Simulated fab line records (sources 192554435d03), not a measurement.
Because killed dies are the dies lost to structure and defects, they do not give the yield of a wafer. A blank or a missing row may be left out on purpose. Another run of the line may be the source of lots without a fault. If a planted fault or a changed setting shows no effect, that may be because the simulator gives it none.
fab line records | flow n5Finfet
record lots=4 | wafers=12 | lastDay=16
route steps=1938 shown BEOL_M4@1099 BEOL_M5@1112 BEOL_M13@1707 PASSIVATION@1936
lots with no fault: from the same line, run without faults
startH: hours from the record's first day to the start of the lot's first wafer shown | waitH: how many hours have passed since the lot's step before this one | " the same as in the row above | L1.1+2: a single row standing in for several wafers | - either no value or no given start | * or withheld: withheld | < > ~ a bound
route shown NAME@n: a module of which the file shows steps, and the number in the route of the first | usual: mean/standard deviation of fault-free wafers | same: alike in all rows | chamber/n: place in a boat | sites: readings site by site | _std_site: standard deviation across them | _edge_site: outer sites' mean less inner sites' | radiusMm: how far each site lies from the wafer's centre | mask NAME#n: copy n | behind: tool/chamber where the wafer was last shaped | hold: why the lot went on hold/how many hours it stayed there/how the hold came to an end | device: the n, p or np transistor that did not switch | end of line: the tests these same wafers got at the end of their route | a step with no rows: only its recipe | killed: dies that structure and defects cost at the first sort, which is not the same as the wafer's yield | map: the dies of a wafer, with x for killed, . for not killed, _ for no die there
set.NAME: the run value of the setting; set.NAME@STEP: its run value at that earlier step | model.NAME: the simulator's own value behind a step, which no gauge read
certain route steps with their lots: each step a table, each wafer a row
## steps
# step N5_BEOL_M4_ANNEAL_95
# recipe tempC=400 | timeS=240 | ambient=vacuum
# step N5_BEOL_M4_SPUTTER_96
# recipe material=Cu | targetThkA=45 | tempC=-20 | chamberPressurePa=0.07 | powerW=withheld | timeS=8.29
# step N5_BEOL_M4_ECD_50
# recipe material=Cu | targetThkA=3000
# step N5_BEOL_M4_ANNEAL_51
# recipe tempC=225 | timeS=90 | ambient=N2
# step N5_BEOL_M4_CMP_52
# recipe stopOn=SiOC | tOverpolishS=6.8 | downForcePsi=1 | platenRpm=50 | clearingPlatenDownForcePsi=1.5 | clearingPlatenRpm=50 | postCmpClean=cuAlkaline | targetThkNm=40 | clearingPlatenPadVelocityMS=0.99484 | padVelocityMS=0.99484
# step N5_BEOL_M4_PRE_CLEAN_60
# recipe gas=NH3/H2 | timeS=15 | tempC=* | rfPowerW=300
# step N5_BEOL_M4_CO_CAP_55
# recipe material=Co | targetThkA=20 | tempC=200 | precursor=CCTBA/H2 | pressureTorr=30 | timeS=102.1
# step N5_BEOL_M4_PRE_CLEAN_56
# recipe gas=NH3 | timeS=15 | tempC=withheld | rfPowerW=300
# step N5_BEOL_M4_DEP_57
# recipe material=SiCN | targetThkA=80 | tempC=withheld | precursor=3MS/NH3 | pressureTorr=3 | rfW=202 | timeS=14
# step N5_BEOL_M4_RC_MEAS_101
# usual DIBL_N=36.6/2.1 | DIBL_P=36.3/2.2 | IOFF_N=0.16/0.036 | IOFF_P=0.21/0.038 | ION_N=671/12 | ION_P=460/7.5 | SS_N=71.8/0.72 | SS_P=73.3/0.72 | VT_N=250/3.2 | VT_P=-250/3.5
lot.wafer | tool      | chamber | startH | waitH | DIBL_N[mV/V] | DIBL_P[mV/V] | IOFF_N[nA/um] | IOFF_P[nA/um] | ION_N[uA/um] | ION_P[uA/um] | SS_N[mV/dec] | SS_P[mV/dec] | VT_N[mV] | VT_P[mV]
L733.1    | prober-01 | 0       | 208.95 | 0.0   | 34.1         | 33.5         | 0.14          | 0.18          | 662          | 451          | 70.5         | 73.2         | 252      | -253
L733.4    | "         | 0       | "      | "     | 34.2         | 35.0         | 0.14          | 0.20          | 673          | 466          | 70.8         | 72.8         | 251      | -253
L733.5    | "         | 0       | "      | "     | 33.3         | 33.0         | 0.13          | 0.18          | 665          | 458          | 70.1         | 72.7         | 251      | -253
L732.2    | prober-02 | 0       | 212.71 | 0.2   | 40.5         | 39.7         | 0.24          | 0.29          | 704          | 478          | 71.8         | 74.3         | 242      | -245
L732.4    | "         | 0       | "      | "     | 37.3         | 36.8         | 0.15          | 0.24          | 663          | 464          | 72.6         | 73.3         | 251      | -247
L732.5    | "         | 0       | "      | "     | 36.8         | 36.2         | 0.15          | 0.24          | 663          | 458          | 71.6         | 73.5         | 249      | -248
L734.1    | prober-02 | 0       | 218.49 | 0.0   | 34.6         | 35.7         | 0.15          | 0.20          | 680          | 468          | 71.6         | 72.4         | 248      | -249
L734.2    | "         | 0       | "      | "     | 35.4         | 36.6         | 0.16          | 0.22          | 680          | 468          | 72.0         | 73.2         | 249      | -250
L734.6    | "         | 0       | "      | "     | 37.0         | 38.1         | 0.18          | 0.23          | 672          | 460          | 71.9         | 73.1         | 249      | -247
L743.3    | prober-02 | 0       | 275.32 | 0.3   | 33.5         | 34.4         | 0.12          | 0.17          | 661          | 449          | 71.8         | 71.9         | 253      | -254
L743.5    | "         | 0       | "      | "     | 36.6         | 37.1         | 0.17          | 0.21          | 667          | 452          | 71.8         | 74.0         | 251      | -250
L743.6    | "         | 0       | "      | "     | 34.3         | 34.8         | 0.14          | 0.18          | 676          | 463          | 71.0         | 72.6         | 250      | -251
# step N5_BEOL_M5_ILD_DEP_00
# recipe material=SiCOH_lowk | targetThkA=1406.4 | tempC=300 | precursor=DEMS/porogen | pressureTorr=5 | rfW=500 | timeS=25.9
# step N5_BEOL_M5_CURE_79
# recipe tempC=385 | timeS=240 | ambient=He/Ar | material=SiCOH_lowk
# step N5_BEOL_M5_PECVD_70
# recipe material=SiO2 | targetThkA=160 | tempC=400 | precursor=TEOS/O2 | pressureTorr=5.5 | rfW=450 | teosFlowSccm=53.8 | gas=O2 | flowSccm=3000 | timeS=18
# step N5_BEOL_M5_HM_DEP_02
# recipe material=TiN | targetThkA=200 | tempC=25 | chamberPressurePa=0.49996
# step N5_BEOL_M5_COAT_59
# recipe resist=SOC | tempC=250 | timeS=60 | spinRpm=1500 | resistThkNm=60
# step N5_BEOL_M5_COAT_60
# recipe resist=SiARC | tempC=220 | timeS=60 | spinRpm=1500 | resistThkNm=12
# step N5_BEOL_M5_COAT_71
# recipe resist=underlayer | tempC=205 | timeS=60 | spinRpm=1500 | resistThkNm=5
# step N5_BEOL_M5_COAT_05
# recipe resist=CAR-EUV | spinRpm=1500 | resistThkNm=30
# step N5_BEOL_M5_EBR_07
# recipe solvent=PGMEA | ebrWidthMm=1.5
# step N5_BEOL_M5_SOFTBAKE_06
# recipe tempC=110 | timeS=60 | resist=CAR-EUV
# step N5_BEOL_M5_EXPOSE_08
# recipe maskId=M5 | na=0.33 | sourceShape=annular | sigmaInner=0.4 | sigmaOuter=0.8 | polarization=unpolarized | targetCdNm=28 | doseMj=35.75
# step N5_BEOL_M5_PEB_09
# recipe pebTempC=100 | pebTimeS=60 | resist=CAR-EUV
# step N5_BEOL_M5_DEVELOP_10
# recipe developTimeS=30 | developer=TMAH | resist=CAR-EUV | rinseLiquid=surfactantRinse | dry=airSpin | devTempC=23
# step N5_BEOL_M5_DESCUM_16
# recipe chemistry=O2 | timeS=7 | sourcePowerW=50 | biasPowerW=20 | pressureMtorr=20 | rfFrequencyHz=2.712e+07 | tempC=40 | resist=CAR-EUV | o2FlowSccm=225
# step N5_BEOL_M5_ETCH_72
# recipe chemistry=N2/H2 | target=underlayer | targetDepthA=65 | maskMaterial=CAR-EUV | timeS=5.2 | ionEnergyEv=200 | pressureMtorr=30 | sourceW=840 | biasW=150 | n2FlowSccm=200 | h2FlowSccm=200 | ends=cleared
# step N5_BEOL_M5_ETCH_61
# recipe chemistry=CF4 | target=SiARC | targetDepthA=156 | maskMaterial=CAR-EUV | timeS=26 | ionEnergyEv=80 | pressureMtorr=40 | sourceW=545 | biasW=36 | Ar_flow_sccm=100 | cf4FlowSccm=100 | ends=cleared
# step N5_BEOL_M5_ETCH_62
# recipe chemistry=N2/H2 | target=SOC | targetDepthA=750 | overetchA=150 | maskMaterial=SiARC | tempC=40 | timeS=112.5 | ionEnergyEv=200 | pressureMtorr=30 | sourceW=840 | biasW=150 | n2FlowSccm=200 | h2FlowSccm=200
# step N5_BEOL_M5_STRIP_63
# recipe chemistry=N2/H2 | tempC=40 | n2FlowSccm=200 | h2FlowSccm=200 | rfFrequencyHz=6e+07
# step N5_BEOL_M5_STRIP_73
# recipe chemistry=N2/H2 | tempC=40 | n2FlowSccm=200 | h2FlowSccm=200 | rfFrequencyHz=6e+07
# step N5_BEOL_M5_STRIP_64
# recipe chemistry=CF4 | resist=SiARC | powerW=300 | biasPowerW=75 | pressureMtorr=50 | cf4FlowSccm=150 | rfFrequencyHz=6e+07
# step N5_BEOL_M5_HM_OPEN_17
# recipe chemistry=Cl2/BCl3 | targetDepthA=200 | overetchA=60 | target=TiN | maskMaterial=SOC | ionEnergyEv=150 | pressureMtorr=10 | icpW=1000 | biasW=126 | Cl2_flow_sccm=53.25 | bcl3FlowSccm=21.75 | Ar_flow_sccm=25
# step N5_BEOL_M5_STRIP_19
# recipe chemistry=O2 | powerW=400 | tempC=40 | pressureMtorr=30 | rfFrequencyHz=6e+07 | biasPowerW=0 | overashFraction=0.2 | o2FlowSccm=225
# step N5_BEOL_M5_COAT_65
# recipe resist=SOC | tempC=250 | timeS=60 | spinRpm=1500 | resistThkNm=60
# step N5_BEOL_M5_COAT_66
# recipe resist=SiARC | tempC=220 | timeS=60 | spinRpm=1500 | resistThkNm=12
# step N5_BEOL_M13_SPUTTER_45
# recipe material=Cu | targetThkA=800 | tempC=-20 | biasV=60 | powerW=26000 | chamberPressurePa=0.13 | timeS=13.33
# usual biasV=60.0/0.6 | cathodeDcPowerW=26000/4.9 | substrateTempC=-20.00/0.1 | throttleValvePct=29.8/0.94
lot.wafer | tool          | chamber | startH | waitH | biasV | cathodeDcPowerW | substrateTempC | throttleValvePct
L733.1    | pvdSputter-02 | -       | 283.21 | 0.0   | 60.5  | 25998           | -20.02         | 28.3
L733.4    | "             | -       | "      | "     | 60.3  | 26003           | -20.03         | 31.0
L733.5    | "             | -       | "      | "     | 60.2  | 25998           | -19.99         | 30.1
L734.1    | pvdSputter-02 | -       | 283.69 | 0.0   | -     | -               | -              | -
L734.2    | "             | -       | "      | "     | -     | -               | -              | -
L734.6    | "             | -       | "      | "     | -     | -               | -              | -
L732.2    | pvdSputter-02 | -       | 286.69 | 0.0   | -     | -               | -              | -
L732.4    | "             | -       | "      | "     | -     | -               | -              | -
L732.5    | "             | -       | "      | "     | -     | -               | -              | -
L743.3    | pvdSputter-03 | -       | 349.12 | 0.0   | 60.4  | 26000           | -20.08         | 29.4
L743.5    | "             | -       | "      | "     | 60.9  | 26000           | -19.92         | 30.3
L743.6    | "             | -       | "      | "     | 60.3  | 26002           | -19.83         | 30.2
# step N5_BEOL_M13_THK_MEAS_50
# recipe thkMeasGauge=xrf | reads=Cu_of_BEOL_M13_ECD_47
# usual M13_THK=426/7.6
lot.wafer | tool         | chamber | startH | waitH | M13_THK[nm]
L733.1    | filmMetro-02 | -       | 284.11 | -     | 437
L733.4    | "            | -       | "      | "     | 437
L733.5    | "            | -       | "      | "     | 432
L734.1    | filmMetro-02 | -       | 284.64 | -     | -
L734.2    | "            | -       | "      | "     | -
L734.6    | "            | -       | "      | "     | -
L732.2    | filmMetro-01 | -       | 287.56 | -     | -
L732.4    | "            | -       | "      | "     | -
L732.5    | "            | -       | "      | "     | -
L743.3    | filmMetro-01 | -       | 350.13 | -     | 426
L743.5    | "            | -       | "      | "     | 429
L743.6    | "            | -       | "      | "     | 416
# step N5_BEOL_M13_RS_MEAS_54
# recipe thkMeasGauge=four-point-probe | reads=Cu_of_BEOL_M13_ECD_47+Ta_of_BEOL_M13_SPUTTER_44+TaN_of_BEOL_M13_SPUTTER_43
# usual M13_RS=0.0448/0.00072
lot.wafer | tool         | chamber | startH | waitH | M13_RS[ohm/sq]
L733.1    | filmMetro-02 | -       | 284.24 | 0.0   | 0.0440
L733.4    | "            | -       | "      | "     | 0.0441
L733.5    | "            | -       | "      | "     | 0.0446
L734.1    | filmMetro-02 | -       | 284.77 | 0.0   | 57.414
L734.2    | "            | -       | "      | "     | 57.160
L734.6    | "            | -       | "      | "     | 56.066
L732.2    | filmMetro-01 | -       | 287.69 | 0.1   | 55.678
L732.4    | "            | -       | "      | "     | 56.575
L732.5    | "            | -       | "      | "     | 56.170
L743.3    | filmMetro-01 | -       | 350.26 | 0.1   | 0.0440
L743.5    | "            | -       | "      | "     | 0.0438
L743.6    | "            | -       | "      | "     | 0.0453
# step N5_PASSIVATION_PROBE_49
# usual defectLimitedYield=91.1/1.4 | killed_at_M0_to_M3=33/9.1 | killed_at_M4_up=14/5.6 | killedAtContacts=13/5.7 | killedAtFrontEnd=42/12 | killedAtOther=4/3 | killedDies=105/16 | killedOnRim=13/4 | killedOpen=69/11 | killedShort=34/7.5 | sort_bin_5_function=5.2/0.91 | sort_bin_6_memory=3.3/0.64 | sortNPass=1075/16 | sortYieldPct=91.1/1.4
# same grossDies=1180 | killedAtBackSide=0 | sort_bin_4_leakage[%]=0 | sort_bin_8_speed[%]=0
lot.wafer | tool      | chamber | startH | waitH | defectLimitedYield[%] | killed_at_M0_to_M3 | killed_at_M4_up | killedAtContacts | killedAtFrontEnd | killedAtOther | killedDies | killedOnRim | killedOpen | killedShort | sort_bin_5_function[%] | sort_bin_6_memory[%] | sortNPass | sortYieldPct[%]
L734.1    | prober-02 | -       | 310.88 | 0.0   | 0                     | 27                 | 1119            | 6                | 26               | 2             | 1180       | 152         | 54         | 23          | 97.7                   | 1.9                  | 0         | 0
L734.2    | prober-02 | -       | 310.93 | 0.1   | 0                     | 30                 | 1106            | 7                | 36               | 1             | 1180       | 152         | 59         | 27          | 96.8                   | 3.0                  | 0         | 0
L734.6    | prober-02 | -       | 311.13 | 0.3   | 0                     | 40                 | 1097            | 15               | 25               | 3             | 1180       | 152         | 56         | 37          | 96.9                   | 2.7                  | 0         | 0
L732.2    | prober-01 | -       | 311.06 | 0.2   | 0                     | 36                 | 1077            | 17               | 44               | 6             | 1180       | 152         | 76         | 38          | 95.3                   | 4.2                  | 0         | 0
L732.4    | prober-01 | -       | 311.16 | 0.3   | 0                     | 27                 | 1104            | 10               | 38               | 1             | 1180       | 152         | 65         | 33          | 96.9                   | 2.4                  | 0         | 0
L732.5    | prober-01 | -       | 311.21 | 0.4   | 0                     | 22                 | 1104            | 11               | 42               | 1             | 1180       | 152         | 66         | 22          | 97.0                   | 2.8                  | 0         | 0
# killed by level:class
L734.1 BEOL_M13:areaSputter=566 BEOL_M13:areaEcd=537 FIN_SAQP:geometricParticle:open=11 BEOL_M2:geometricParticle:open=11 BEOL_M3:geometricParticle:open=6 BEOL_M4:geometricParticle:open=6 FIN_SAQP:geometricParticle:short=4 MOL_CONTACT_COAG:geometricParticle:open=4
L734.2 BEOL_M13:areaEcd=560 BEOL_M13:areaSputter=534 BEOL_M3:geometricParticle:open=9 BEOL_M2:geometricParticle:open=8 FIN_SAQP:geometricParticle:open=6 MOL_CONTACT_COAG:geometricParticle:open=6 GATE_CUT:geometricParticle:open=6 BEOL_M4:geometricParticle:open=6
L732.2 BEOL_M13:areaSputter=542 BEOL_M13:areaEcd=524 MOL_CONTACT_COAG:geometricParticle:open=13 BEOL_M0_SAQP:geometricParticle:open=13 BEOL_M0_SAQP:geometricParticle:short=8 FIN_SAQP:geometricParticle:short=7 FIN_SAQP:geometricParticle:open=7 BEOL_M3:geometricParticle:open=7
L734.6 BEOL_M13:areaEcd=566 BEOL_M13:areaSputter=521 MOL_CONTACT_COAG:geometricParticle:open=11 FIN_SAQP:geometricParticle:open=9 FIN_SAQP:geometricParticle:short=9 BEOL_M2:geometricParticle:open=9 BEOL_M3:geometricParticle:open=7 BEOL_M2:geometricParticle:short=5
L732.4 BEOL_M13:areaSputter=541 BEOL_M13:areaEcd=540 BEOL_M4:geometricParticle:open=12 STI_FIN_REVEAL:geometricParticle:open=10 MOL_CONTACT_COAG:geometricParticle:open=10 FIN_SAQP:geometricParticle:short=9 BEOL_M0_SAQP:geometricParticle:short=7 BEOL_M0_SAQP:geometricParticle:open=5
L732.5 BEOL_M13:areaSputter=591 BEOL_M13:areaEcd=500 STI_FIN_REVEAL:geometricParticle:open=15 MOL_CONTACT_COAG:geometricParticle:open=10 BEOL_M4:geometricParticle:open=6 FIN_SAQP:geometricParticle:open=5 DUMMY_GATE:geometricParticle:open=5 BEOL_M0_SAQP:geometricParticle:short=4
# map L732.2 (x killed, . not)
_________________xxxxxxxxxxxx________________
______________xxxxxxxxxxxxxxxxxx_____________
___________xxxxxxxxxxxxxxxxxxxxxxxx__________
__________xxxxxxxxxxxxxxxxxxxxxxxxxx_________
________xxxxxxxxxxxxxxxxxxxxxxxxxxxxxx_______
_______xxxxxxxxxxxxxxxxxxxxxxxxxxxxxxxx______
______xxxxxxxxxxxxxxxxxxxxxxxxxxxxxxxxxx_____
_____xxxxxxxxxxxxxxxxxxxxxxxxxxxxxxxxxxxx____
____xxxxxxxxxxxxxxxxxxxxxxxxxxxxxxxxxxxxxx___
___xxxxxxxxxxxxxxxxxxxxxxxxxxxxxxxxxxxxxxxx__
___xxxxxxxxxxxxxxxxxxxxxxxxxxxxxxxxxxxxxxxx__
__xxxxxxxxxxxxxxxxxxxxxxxxxxxxxxxxxxxxxxxxxx_
__xxxxxxxxxxxxxxxxxxxxxxxxxxxxxxxxxxxxxxxxxx_
_xxxxxxxxxxxxxxxxxxxxxxxxxxxxxxxxxxxxxxxxxxxx
_xxxxxxxxxxxxxxxxxxxxxxxxxxxxxxxxxxxxxxxxxxxx
_xxxxxxxxxxxxxxxxxxxxxxxxxxxxxxxxxxxxxxxxxxxx
_xxxxxxxxxxxxxxxxxxxxxxxxxxxxxxxxxxxxxxxxxxxx
_xxxxxxxxxxxxxxxxxxxxxxxxxxxxxxxxxxxxxxxxxxxx
_xxxxxxxxxxxxxxxxxxxxxxxxxxxxxxxxxxxxxxxxxxxx
_xxxxxxxxxxxxxxxxxxxxxxxxxxxxxxxxxxxxxxxxxxxx
_xxxxxxxxxxxxxxxxxxxxxxxxxxxxxxxxxxxxxxxxxxxx
__xxxxxxxxxxxxxxxxxxxxxxxxxxxxxxxxxxxxxxxxxx_
__xxxxxxxxxxxxxxxxxxxxxxxxxxxxxxxxxxxxxxxxxx_
___xxxxxxxxxxxxxxxxxxxxxxxxxxxxxxxxxxxxxxxx__
___xxxxxxxxxxxxxxxxxxxxxxxxxxxxxxxxxxxxxxxx__
____xxxxxxxxxxxxxxxxxxxxxxxxxxxxxxxxxxxxxx___
_____xxxxxxxxxxxxxxxxxxxxxxxxxxxxxxxxxxxx____
______xxxxxxxxxxxxxxxxxxxxxxxxxxxxxxxxxx_____
_______xxxxxxxxxxxxxxxxxxxxxxxxxxxxxxxx______
________xxxxxxxxxxxxxxxxxxxxxxxxxxxxxx_______
__________xxxxxxxxxxxxxxxxxxxxxxxxxx_________
___________xxxxxxxxxxxxxxxxxxxxxxxx__________
______________xxxxxxxxxxxxxxxxxx_____________
_________________xxxxxxxxxxxx________________
# map L734.1 (x killed, . not)
_________________xxxxxxxxxxxx________________
______________xxxxxxxxxxxxxxxxxx_____________
___________xxxxxxxxxxxxxxxxxxxxxxxx__________
__________xxxxxxxxxxxxxxxxxxxxxxxxxx_________
________xxxxxxxxxxxxxxxxxxxxxxxxxxxxxx_______
_______xxxxxxxxxxxxxxxxxxxxxxxxxxxxxxxx______
______xxxxxxxxxxxxxxxxxxxxxxxxxxxxxxxxxx_____
_____xxxxxxxxxxxxxxxxxxxxxxxxxxxxxxxxxxxx____
____xxxxxxxxxxxxxxxxxxxxxxxxxxxxxxxxxxxxxx___
___xxxxxxxxxxxxxxxxxxxxxxxxxxxxxxxxxxxxxxxx__
___xxxxxxxxxxxxxxxxxxxxxxxxxxxxxxxxxxxxxxxx__
__xxxxxxxxxxxxxxxxxxxxxxxxxxxxxxxxxxxxxxxxxx_
__xxxxxxxxxxxxxxxxxxxxxxxxxxxxxxxxxxxxxxxxxx_
_xxxxxxxxxxxxxxxxxxxxxxxxxxxxxxxxxxxxxxxxxxxx
_xxxxxxxxxxxxxxxxxxxxxxxxxxxxxxxxxxxxxxxxxxxx
_xxxxxxxxxxxxxxxxxxxxxxxxxxxxxxxxxxxxxxxxxxxx
_xxxxxxxxxxxxxxxxxxxxxxxxxxxxxxxxxxxxxxxxxxxx
_xxxxxxxxxxxxxxxxxxxxxxxxxxxxxxxxxxxxxxxxxxxx
_xxxxxxxxxxxxxxxxxxxxxxxxxxxxxxxxxxxxxxxxxxxx
_xxxxxxxxxxxxxxxxxxxxxxxxxxxxxxxxxxxxxxxxxxxx
_xxxxxxxxxxxxxxxxxxxxxxxxxxxxxxxxxxxxxxxxxxxx
__xxxxxxxxxxxxxxxxxxxxxxxxxxxxxxxxxxxxxxxxxx_
__xxxxxxxxxxxxxxxxxxxxxxxxxxxxxxxxxxxxxxxxxx_
___xxxxxxxxxxxxxxxxxxxxxxxxxxxxxxxxxxxxxxxx__
___xxxxxxxxxxxxxxxxxxxxxxxxxxxxxxxxxxxxxxxx__
____xxxxxxxxxxxxxxxxxxxxxxxxxxxxxxxxxxxxxx___
_____xxxxxxxxxxxxxxxxxxxxxxxxxxxxxxxxxxxx____
______xxxxxxxxxxxxxxxxxxxxxxxxxxxxxxxxxx_____
_______xxxxxxxxxxxxxxxxxxxxxxxxxxxxxxxx______
________xxxxxxxxxxxxxxxxxxxxxxxxxxxxxx_______
__________xxxxxxxxxxxxxxxxxxxxxxxxxx_________
___________xxxxxxxxxxxxxxxxxxxxxxxx__________
______________xxxxxxxxxxxxxxxxxx_____________
_________________xxxxxxxxxxxx________________
## key
firstSign step=N5_BEOL_M13_SPUTTER_45 | reading=toolRecord | direction=missing
effect step=N5_BEOL_M13_THK_MEAS_50 | reading=M13_THK | direction=missing
effect step=N5_BEOL_M13_RS_MEAS_54 | reading=M13_RS | direction=up | sigmas=99+ | usual=0.0448 | struck=56.511
effect step=N5_PASSIVATION_PROBE_49 | reading=killed_at_M4_up | direction=up | sigmas=99+ | usual=14 | struck=1101
moreKillsBornAt N5_BEOL_M13_SPUTTER_45@pvdSputter-02=3295 | N5_BEOL_M13_ECD_47@ecdCu-01=3227
metAt N5_BEOL_M13_SPUTTER_45
struckWafers L732.2,L732.4,L732.5,L734.1,L734.2,L734.6
laterRowsLeftOut L732.2,L732.4,L732.5,L734.1,L734.2,L734.6
onsetBetween 283.21 283.69
fault kind=skippedStepWhole | tool=pvdSputter-02 | chamber=- | onsetH=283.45 | steps=N5_BEOL_M13_SPUTTER_45 | scope=struckLotsOnly
# laterRowsLeftOut: the simulator's readings of these wafers behind a module that went badly wrong aren't trusted and aren't shown, but for the sort
